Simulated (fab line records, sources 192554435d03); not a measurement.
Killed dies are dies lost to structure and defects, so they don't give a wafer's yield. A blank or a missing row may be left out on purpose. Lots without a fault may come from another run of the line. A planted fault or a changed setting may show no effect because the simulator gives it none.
fab line records | flow n5_finfet
record lots=7 wafers=39
route steps=1938 shown FIN_CUT@169 DUMMY_GATE@228 SD_EPI_P@308 HKMG_FIN@442 GATE_CUT@466 MOL_CONTACT_COAG@586 PASSIVATION@1936
start_h: hours from the record's first day to the start of the lot's first wafer shown | wait_h: hours since the lot's step before | " the same as in the row above | L1.1+2: a row that stands for several wafers | - no value, or no start given | * or withheld: withheld | < > ~ a bound
route shown NAME@n: a module of which the file shows steps, and the number in the route of the first | usual: mean/standard deviation of fault-free wafers | same: alike in all rows | chamber/n: place in a boat | sites: the reading at each site | _std_site: their standard deviation | _edge_site: outer sites' mean less inner sites' | radius_mm: how far each site lies from the wafer's centre | mask NAME#n: copy n | behind: the tool/chamber that last shaped the wafer | hold: why the lot was held/for how many hours/how that ended | device: the transistor (n, p or np) that didn't switch | end of line: the same wafers' tests at the end of the route | a step without rows: its recipe alone | killed: dies lost to structure and defects at the first sort, not the wafer's yield | map: a wafer's dies, x killed, . not, _ none there
set.NAME: the setting as run; set.NAME@STEP: as run at that earlier step | model.NAME: the simulator's own value behind a step, which no gauge read
lots whose settings were changed on purpose; a table a step, a row a wafer
## steps
# step N5_FIN_CUT_ETCH_21
# recipe chemistry=N2/H2 target=SOC target_depth_a=2190 overetch_a=438 mask_material=SiARC temp_c=40 ion_energy_ev=100 bias_w=61 time_s=523.5 pressure_mtorr=30 source_w=850 n2_flow_sccm=200 h2_flow_sccm=200
# step N5_DUMMY_GATE_EXPOSE_12
# recipe mask_id=GATE na=0.33 source_shape=annular sigma_inner=0.2 sigma_outer=0.6 polarization=unpolarized target_cd_nm=25 dose_mj=34
# step N5_SD_EPI_P_ETCH_37
# recipe chemistry=N2/H2 target=SOC overetch_a=1080 mask_material=SiARC temp_c=40 ion_energy_ev=100 source_w=3000 bias_w=133 pressure_mtorr=20 time_s=486 n2_flow_sccm=200 h2_flow_sccm=200 ends=end_point
# step N5_HKMG_FIN_ALD_91
# recipe material=TiN target_thk_a=10 temp_c=400 ald_precursor_family=TiCl4 ald_co_reactant=NH3 pulse_time_s=1 purge_time_s=3 co_reactant_purge_time_s=2 co_reactant_pulse_time_s=2 ald_cycles=47 pressure_torr=3
# step N5_GATE_CUT_ETCH_56
# recipe chemistry=Cl2/Ar target=TiN target_depth_a=216 pressure_mtorr=10 icp_w=600 bias_w=60 Cl2_flow_sccm=40 Ar_flow_sccm=60
# step N5_MOL_CONTACT_COAG_VIA_ETCH_46
# recipe chemistry=C4F6/O2 target_depth_a=460 overetch_a=92 mask_material=SOC target=SiO2 bias_w=455 pressure_mtorr=10 time_s=40 source_w=325 Ar_flow_sccm=300 C4F6_flow_sccm=10 O2_flow_sccm=10 ion_energy_ev=575.3 ends=end_point
# step N5_PASSIVATION_PROBE_49
# usual defect_limited_yield=91.2/1.4 killed_at_front_end=37/10 killed_dies=103/17 sort_yield_pct=91.2/1.4
# columns lot.wafer tool chamber start_h wait_h set.time_s@FIN_CUT_ETCH_21 set.dose_mj@DUMMY_GATE_EXPOSE_12 set.source_w@SD_EPI_P_ETCH_37 set.ald_cycles@HKMG_FIN_ALD_91 set.icp_w@GATE_CUT_ETCH_56 set.target_depth_a@MOL_CONTACT_COAG_VIA_ETCH_46 defect_limited_yield[%] killed_at_front_end killed_dies sort_yield_pct[%]
L076.1 prober-01 - 309.23 0.0 523.5 34 3000 47 536.4 460 90.8 44 108 90.8
L076.2 prober-01 - 309.28 0.1 556.9 34 3000 45 600 460 90.5 32 112 90.5
L076.3 prober-01 - 309.33 0.1 556.9 34 3157 47 536.4 460 90.0 45 118 90.0
L076.4 prober-01 - 309.38 0.2 523.5 34 3000 47 600 460 91.5 36 100 91.5
L076.5 prober-01 - 309.43 0.2 556.9 34 3157 45 600 460 90.0 46 118 90.0
L076.6 prober-01 - 309.48 0.3 523.5 34 3157 45 536.4 460 92.4 30 90 92.4
L075.1 prober-02 - 318.06 0.0 433.3 34 3000 45 662.1 460 13.8 960 1017 13.8
L075.2 prober-02 - 318.11 0.1 433.3 31.54 3000 47 600 416.7 15.3 942 999 15.3
L075.3 prober-02 - 318.16 0.1 523.5 31.54 3000 45 600 460 89.8 77 120 89.8
L075.4 prober-02 - 318.21 0.2 523.5 31.54 3000 47 662.1 460 91.4 51 102 90.8
L075.5 prober-02 - 318.26 0.2 523.5 34 3000 45 662.1 416.7 91.4 56 102 91.4
L075.6 prober-02 - 318.31 0.3 433.3 34 3000 47 600 416.7 17.5 920 973 17.5
L082.1 prober-02 - 347.14 0.0 564.8 34 3184 51 600 408.3 93.0 33 83 92.9
L082.2 prober-02 - 347.19 0.1 523.5 34 3000 51 513.8 408.3 93.6 34 76 93.6
L082.3 prober-02 - 347.24 0.1 564.8 32.22 3184 51 600 460 91.4 49 102 91.4
L082.4 prober-02 - 347.29 0.2 564.8 32.22 3000 47 513.8 460 90.2 38 116 90.1
L082.5 prober-02 - 347.34 0.2 523.5 32.22 3000 47 600 408.3 94.2 26 69 94.2
L082.6 prober-02 - 347.39 0.3 523.5 34 3184 47 513.8 460 90.6 51 111 90.6
L084.1 prober-02 - 372.54 0.0 459.8 34 3509 47 600 406.9 41.9 606 686 41.9
L084.2 prober-02 - 372.59 0.1 523.5 31.98 3000 47 681.9 460 90.8 39 108 90.8
L084.3 prober-02 - 372.64 0.1 459.8 34 3000 50 681.9 406.9 82.1 130 211 81.9
L084.4 prober-02 - 372.69 0.2 523.5 34 3000 50 600 460 92.3 34 91 92.3
L084.5 prober-02 - 372.74 0.2 523.5 31.98 3509 47 681.9 460 91.1 29 105 91.1
L084.6 prober-02 - 372.79 0.3 459.8 31.98 3509 50 600 406.9 43.6 603 665 38.6
L085.1 prober-01 - 377.92 0.0 523.5 34.9 3309 47 664.7 460 91.4 27 101 91.4
L085.2 prober-01 - 377.97 0.1 523.5 34.9 3000 47 600 513.9 89.6 47 123 89.6
L085.3 prober-01 - 378.02 0.1 437.4 34 3000 47 664.7 460 30.3 764 822 30.3
L085.4 prober-01 - 378.07 0.2 437.4 34.9 3309 47 600 460 43.7 590 664 43.7
L085.5 prober-01 - 378.12 0.2 437.4 34 3000 47 664.7 513.9 16.6 910 984 16.6
L085.6 prober-01 - 378.17 0.3 523.5 34 3309 47 600 513.9 91.7 37 98 91.7
L091.1 prober-01 - 407.89 0.0 523.5 34 3000 47 600 460 88.7 49 133 88.7
L091.2 prober-01 - 407.94 0.1 523.5 34 3000 47 600 460 89.7 51 122 89.7
L091.4 prober-01 - 408.04 0.2 523.5 34 3000 47 600 460 89.7 37 121 89.7
L093.1 prober-02 - 434.80 0.0 523.5 34 3000 43 600 460 91.9 33 95 91.9
L093.2 prober-02 - 434.85 0.1 523.5 32.26 3000 47 600 460 90.1 32 117 90.1
L093.3 prober-02 - 434.90 0.1 465.4 34 3000 43 630.9 460 56.5 434 513 56.2
L093.4 prober-02 - 434.95 0.2 465.4 32.26 3000 47 600 460 31.6 742 807 31.6
L093.5 prober-02 - 435.00 0.2 465.4 34 3000 47 630.9 460 59.6 403 477 59.6
L093.6 prober-02 - 435.05 0.3 523.5 32.26 3000 43 630.9 460 90.2 64 116 89.5
# killed by level:class
L076.1 MOL_CONTACT_COAG:geometric_particle:open=11 BEOL_M2:geometric_particle:open=9 FIN_SAQP:geometric_particle:short=7 STI_FIN_REVEAL:geometric_particle:open=7 BEOL_M4:geometric_particle:open=7 HKMG_FIN:area_etch=7 BEOL_M0_SAQP:geometric_particle:short=6 ILD0:geometric_particle:short=5
L076.2 BEOL_M2:geometric_particle:open=18 MOL_CONTACT_COAG:geometric_particle:open=9 BEOL_M0_SAQP:geometric_particle:short=8 STI_FIN_REVEAL:geometric_particle:open=7 BEOL_M0_SAQP:geometric_particle:open=7 DUMMY_GATE:geometric_particle:open=6 FIN_SAQP:geometric_particle:open=4 BEOL_M2:geometric_particle:short=4
L076.3 BEOL_M2:geometric_particle:open=12 FIN_SAQP:geometric_particle:open=9 STI_FIN_REVEAL:geometric_particle:open=9 FIN_SAQP:geometric_particle:short=7 BEOL_M0_SAQP:geometric_particle:short=7 BEOL_M0_SAQP:geometric_particle:open=7 HKMG_FIN:area_etch=7 MOL_CONTACT_COAG:geometric_particle:open=6
L076.4 MOL_CONTACT_COAG:geometric_particle:open=10 STI_FIN_REVEAL:geometric_particle:open=8 FIN_SAQP:geometric_particle:short=7 BEOL_M2:geometric_particle:short=7 FIN_SAQP:geometric_particle:open=6 BEOL_M2:geometric_particle:open=6 BEOL_M4:geometric_particle:open=6 BEOL_M7:geometric_particle:open=6
L076.5 HKMG_FIN:area_ald=20 BEOL_M2:geometric_particle:open=15 HKMG_FIN:area_etch=12 BEOL_M4:geometric_particle:open=10 MOL_CONTACT_COAG:geometric_particle:open=8 BEOL_M0_SAQP:geometric_particle:short=7 BEOL_M2:geometric_particle:short=7 FIN_SAQP:geometric_particle:short=6
L076.6 BEOL_M3:geometric_particle:open=10 MOL_CONTACT_COAG:geometric_particle:open=8 BEOL_M2:geometric_particle:open=8 GATE_CUT:geometric_particle:short=6 BEOL_M0:geometric_particle:open=6 DUMMY_GATE:geometric_particle:open=4 BEOL_M4:geometric_particle:open=4 STARTING-WAFER:geometric_particle:short=4
L075.1 FIN_CUT:area_etch=910 STI_FIN_REVEAL:geometric_particle:open=13 BEOL_M3:geometric_particle:open=10 MOL_CONTACT_COAG:geometric_particle:open=9 ILD0:geometric_particle:short=7 STARTING-WAFER:geometric_particle:short=5 FIN_SAQP:geometric_particle:short=4 BEOL_M0:geometric_particle:open=4
L075.2 FIN_CUT:area_etch=888 STI_FIN_REVEAL:geometric_particle:open=25 BEOL_M4:geometric_particle:open=11 MOL_CONTACT_COAG:geometric_particle:open=8 BEOL_M3:geometric_particle:open=7 BEOL_M0:geometric_particle:open=6 DUMMY_GATE:geometric_particle:open=6 ILD0:geometric_particle:short=5
L075.3 STI_FIN_REVEAL:geometric_particle:open=26 MOL_CONTACT_COAG:geometric_particle:open=10 DUMMY_GATE:area_expose=10 HKMG_FIN:area_ald=10 FIN_SAQP:geometric_particle:open=5 FIN_SAQP:geometric_particle:short=5 BEOL_M1:geometric_particle:open=5 DUMMY_GATE:geometric_particle:open=4
L075.4 STI_FIN_REVEAL:geometric_particle:open=14 DUMMY_GATE:area_expose=11 BEOL_M1:geometric_particle:open=7 BEOL_M2:geometric_particle:open=7 BEOL_M5:geometric_particle:open=7 DUMMY_GATE:geometric_particle:open=6 BEOL_M3:geometric_particle:open=6 STI_FIN_REVEAL:geometric_particle:short=5
L075.5 HKMG_FIN:area_ald=14 STI_FIN_REVEAL:geometric_particle:open=10 BEOL_M4:geometric_particle:open=7 FIN_SAQP:geometric_particle:short=6 BEOL_M2:geometric_particle:open=6 BEOL_M1:geometric_particle:open=5 HKMG_FIN:area_etch=5 FIN_SAQP:geometric_particle:open=4
L075.6 FIN_CUT:area_etch=874 STI_FIN_REVEAL:geometric_particle:open=17 BEOL_M0_SAQP:geometric_particle:short=12 MOL_CONTACT_COAG:geometric_particle:open=6 FIN_SAQP:geometric_particle:short=5 STI_FIN_REVEAL:geometric_particle:short=5 BEOL_M0_SAQP:geometric_particle:open=5 BEOL_M7:geometric_particle:open=4
L082.1 STI_FIN_REVEAL:geometric_particle:open=10 MOL_CONTACT_COAG:geometric_particle:open=9 BEOL_M0_SAQP:geometric_particle:open=6 BEOL_M1:geometric_particle:open=6 FIN_SAQP:geometric_particle:open=5 BEOL_M3:geometric_particle:open=5 FIN_SAQP:geometric_particle:short=4 BEOL_M2:geometric_particle:open=4
L082.2 BEOL_M3:geometric_particle:open=8 BEOL_M4:geometric_particle:open=6 ILD0:geometric_particle:short=5 MOL_CONTACT_COAG:geometric_particle:open=5 STARTING-WAFER:geometric_particle:open=5 DUMMY_GATE:geometric_particle:open=4 STARTING-WAFER:geometric_particle:short=4 HKMG_FIN:area_etch=4
L082.3 STI_FIN_REVEAL:geometric_particle:open=15 BEOL_M0_SAQP:geometric_particle:open=12 BEOL_M0_SAQP:geometric_particle:short=11 ILD0:geometric_particle:short=5 MOL_CONTACT_COAG:geometric_particle:open=5 FIN_SAQP:geometric_particle:short=4 ILD0:geometric_particle:open=4 STARTING-WAFER:geometric_particle:short=4
L082.4 BEOL_M0_SAQP:geometric_particle:short=15 MOL_CONTACT_COAG:geometric_particle:open=13 STI_FIN_REVEAL:geometric_particle:open=12 BEOL_M0:geometric_particle:short=8 DUMMY_GATE:geometric_particle:open=7 BEOL_M0_SAQP:geometric_particle:open=7 BEOL_M3:geometric_particle:open=6 FIN_SAQP:geometric_particle:open=5
L082.5 BEOL_M0_SAQP:geometric_particle:open=13 FIN_SAQP:geometric_particle:short=4 STI_FIN_REVEAL:geometric_particle:open=4 MOL_CONTACT_COAG:geometric_particle:short=4 MOL_CONTACT_COAG:geometric_particle:open=4 BEOL_M0_SAQP:geometric_particle:short=4 BEOL_M2:geometric_particle:open=4 BEOL_M3:geometric_particle:open=4
L082.6 STI_FIN_REVEAL:geometric_particle:open=16 BEOL_M0_SAQP:geometric_particle:open=12 MOL_CONTACT_COAG:geometric_particle:open=9 BEOL_M0_SAQP:geometric_particle:short=9 HKMG_FIN:area_etch=9 DUMMY_GATE:geometric_particle:open=6 BEOL_M2:geometric_particle:open=6 BEOL_M4:geometric_particle:open=5
L084.1 FIN_CUT:area_etch=572 MOL_CONTACT_COAG:geometric_particle:open=23 BEOL_M0_SAQP:geometric_particle:short=15 GATE_CUT:geometric_particle:open=10 BEOL_M0_SAQP:geometric_particle:open=10 STI_FIN_REVEAL:geometric_particle:open=6 GATE_CUT:geometric_particle:short=6 MOL_CONTACT_COAG:geometric_particle:short=5
L084.2 BEOL_M3:geometric_particle:open=16 MOL_CONTACT_COAG:geometric_particle:open=13 FIN_SAQP:geometric_particle:short=10 BEOL_M0_SAQP:geometric_particle:short=9 GATE_CUT:geometric_particle:short=7 MOL_CONTACT_COAG:geometric_particle:short=6 BEOL_M0_SAQP:geometric_particle:open=5 BEOL_M2:geometric_particle:open=4
L084.3 FIN_CUT:area_etch=105 BEOL_M3:geometric_particle:open=18 BEOL_M0_SAQP:geometric_particle:short=17 MOL_CONTACT_COAG:geometric_particle:open=15 BEOL_M0_SAQP:geometric_particle:open=6 GATE_CUT:geometric_particle:short=5 GATE_CUT:geometric_particle:open=4 BEOL_M3:geometric_particle:short=4
L084.4 MOL_CONTACT_COAG:geometric_particle:open=8 BEOL_M3:geometric_particle:open=8 BEOL_M0_SAQP:geometric_particle:short=7 BEOL_M0_SAQP:geometric_particle:open=6 STI_FIN_REVEAL:geometric_particle:open=5 STARTING-WAFER:geometric_particle:open=5 GATE_CUT:geometric_particle:open=4 BEOL_M2:geometric_particle:open=4
L084.5 MOL_CONTACT_COAG:geometric_particle:open=13 BEOL_M2:geometric_particle:open=9 BEOL_M3:geometric_particle:open=7 BEOL_M0_SAQP:geometric_particle:open=7 BEOL_M0_SAQP:geometric_particle:short=7 FIN_SAQP:geometric_particle:open=6 BEOL_M1:geometric_particle:open=6 GATE_CUT:geometric_particle:open=5
L084.6 FIN_CUT:area_etch=582 MOL_CONTACT_COAG:geometric_particle:open=12 BEOL_M0_SAQP:geometric_particle:open=9 BEOL_M3:geometric_particle:open=8 FIN_SAQP:geometric_particle:open=5 BEOL_M2:geometric_particle:open=5 BEOL_M1:geometric_particle:open=4 BEOL_M6:geometric_particle:open=4
L085.1 BEOL_M0_SAQP:geometric_particle:open=18 BEOL_M0_SAQP:geometric_particle:short=12 STI_FIN_REVEAL:geometric_particle:open=11 MOL_CONTACT_COAG:geometric_particle:open=8 BEOL_M5:geometric_particle:open=7 BEOL_M2:geometric_particle:open=6 GATE_CUT:geometric_particle:short=5 BEOL_M1:geometric_particle:open=5
L085.2 STI_FIN_REVEAL:geometric_particle:open=16 BEOL_M0_SAQP:geometric_particle:open=15 BEOL_M0_SAQP:geometric_particle:short=11 FIN_SAQP:geometric_particle:open=9 BEOL_M5:geometric_particle:open=9 BEOL_M1:geometric_particle:open=8 BEOL_M2:geometric_particle:open=7 MOL_CONTACT_COAG:geometric_particle:open=6
L085.3 FIN_CUT:area_etch=723 BEOL_M0_SAQP:geometric_particle:short=14 BEOL_M0_SAQP:geometric_particle:open=13 FIN_SAQP:geometric_particle:open=11 FIN_SAQP:geometric_particle:short=6 GATE_CUT:geometric_particle:short=6 BEOL_M1:geometric_particle:open=5 BEOL_M2:geometric_particle:open=5
L085.4 FIN_CUT:area_etch=553 BEOL_M0_SAQP:geometric_particle:short=18 BEOL_M0_SAQP:geometric_particle:open=11 FIN_SAQP:geometric_particle:open=9 BEOL_M2:geometric_particle:open=8 FIN_SAQP:geometric_particle:short=7 BEOL_M1:geometric_particle:open=7 BEOL_M0:geometric_particle:short=6
L085.5 FIN_CUT:area_etch=890 BEOL_M0_SAQP:geometric_particle:open=17 BEOL_M0_SAQP:geometric_particle:short=12 BEOL_M4:geometric_particle:open=9 BEOL_M1:geometric_particle:open=7 MOL_CONTACT_COAG:geometric_particle:open=6 STI_FIN_REVEAL:geometric_particle:open=5 FIN_SAQP:geometric_particle:open=4
L085.6 MOL_CONTACT_COAG:geometric_particle:open=11 STI_FIN_REVEAL:geometric_particle:open=10 BEOL_M0_SAQP:geometric_particle:open=10 BEOL_M1:geometric_particle:open=7 BEOL_M2:geometric_particle:open=7 FIN_SAQP:geometric_particle:short=6 BEOL_M5:geometric_particle:open=6 BEOL_M0_SAQP:geometric_particle:short=6
L091.1 FIN_SAQP:geometric_particle:short=21 BEOL_M0_SAQP:geometric_particle:short=16 MOL_CONTACT_COAG:geometric_particle:open=16 BEOL_M0_SAQP:geometric_particle:open=13 MOL_CONTACT_COAG:geometric_particle:short=9 STI_FIN_REVEAL:geometric_particle:open=8 BEOL_M3:geometric_particle:open=5 BEOL_M0:geometric_particle:open=5
L091.2 MOL_CONTACT_COAG:geometric_particle:open=14 STI_FIN_REVEAL:geometric_particle:open=14 BEOL_M3:geometric_particle:open=9 BEOL_M1:geometric_particle:open=8 STI_FIN_REVEAL:geometric_particle:short=7 FIN_SAQP:geometric_particle:short=7 BEOL_M0_SAQP:geometric_particle:open=6 BEOL_M4:geometric_particle:open=5
L091.4 MOL_CONTACT_COAG:geometric_particle:open=16 FIN_SAQP:geometric_particle:open=11 BEOL_M0_SAQP:geometric_particle:open=7 BEOL_M2:geometric_particle:open=7 BEOL_M0_SAQP:geometric_particle:short=6 BEOL_M4:geometric_particle:open=6 FIN_SAQP:geometric_particle:short=5 BEOL_M7:geometric_particle:open=5
L093.1 MOL_CONTACT_COAG:geometric_particle:open=9 BEOL_M3:geometric_particle:open=9 BEOL_M1:geometric_particle:open=8 BEOL_M4:geometric_particle:open=8 FIN_SAQP:geometric_particle:open=7 FIN_SAQP:geometric_particle:short=6 MIM_TOP_ETCH:geometric_particle:open=5 GATE_CUT:geometric_particle:short=4
L093.2 MOL_CONTACT_COAG:geometric_particle:open=16 BEOL_M1:geometric_particle:open=12 BEOL_M4:geometric_particle:open=11 BEOL_M2:geometric_particle:open=10 FIN_SAQP:geometric_particle:open=9 BEOL_M3:geometric_particle:open=7 BEOL_M0_SAQP:geometric_particle:open=6 FIN_SAQP:geometric_particle:short=5
L093.3 FIN_CUT:area_etch=366 HKMG_FIN:area_ald=31 MOL_CONTACT_COAG:geometric_particle:open=11 BEOL_M3:geometric_particle:open=11 BEOL_M4:geometric_particle:open=11 FIN_SAQP:geometric_particle:short=8 FIN_SAQP:geometric_particle:open=8 BEOL_M0_SAQP:geometric_particle:open=8
L093.4 FIN_CUT:area_etch=719 BEOL_M3:geometric_particle:open=14 BEOL_M4:geometric_particle:open=11 FIN_SAQP:geometric_particle:short=10 BEOL_M1:geometric_particle:open=6 MOL_CONTACT_COAG:geometric_particle:open=5 BEOL_M0_SAQP:geometric_particle:open=5 BEOL_M1:geometric_particle:short=5
L093.5 FIN_CUT:area_etch=379 BEOL_M1:geometric_particle:open=14 BEOL_M3:geometric_particle:open=14 BEOL_M2:geometric_particle:open=12 BEOL_M4:geometric_particle:open=7 FIN_SAQP:geometric_particle:open=6 MOL_CONTACT_COAG:geometric_particle:open=6 BEOL_M3:geometric_particle:short=5
L093.6 HKMG_FIN:area_ald=34 MOL_CONTACT_COAG:geometric_particle:open=12 BEOL_M3:geometric_particle:open=9 BEOL_M1:geometric_particle:open=8 BEOL_M4:geometric_particle:open=8 HKMG_FIN:area_etch=8 FIN_SAQP:geometric_particle:short=4 BEOL_M1:geometric_particle:short=4
## key
split step=N5_FIN_CUT_ETCH_21 setting=time_s stated_as=523.5
response step=N5_PASSIVATION_PROBE_49 reading=killed_at_front_end slope=-42.8 per=1% together_with=all explained=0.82
response step=N5_PASSIVATION_PROBE_49 reading=killed_dies slope=-43.1 per=1% together_with=all explained=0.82
response step=N5_PASSIVATION_PROBE_49 reading=defect_limited_yield slope=+3.65 per=1% together_with=all explained=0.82
response step=N5_PASSIVATION_PROBE_49 reading=sort_yield_pct slope=+3.67 per=1% together_with=all explained=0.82
split step=N5_DUMMY_GATE_EXPOSE_12 setting=dose_mj stated_as=34
response none clear
split step=N5_SD_EPI_P_ETCH_37 setting=source_w stated_as=3000
response none clear
split step=N5_HKMG_FIN_ALD_91 setting=ald_cycles stated_as=47
response none clear
split step=N5_GATE_CUT_ETCH_56 setting=icp_w stated_as=600
response none clear
split step=N5_MOL_CONTACT_COAG_VIA_ETCH_46 setting=target_depth_a stated_as=460
response none clear
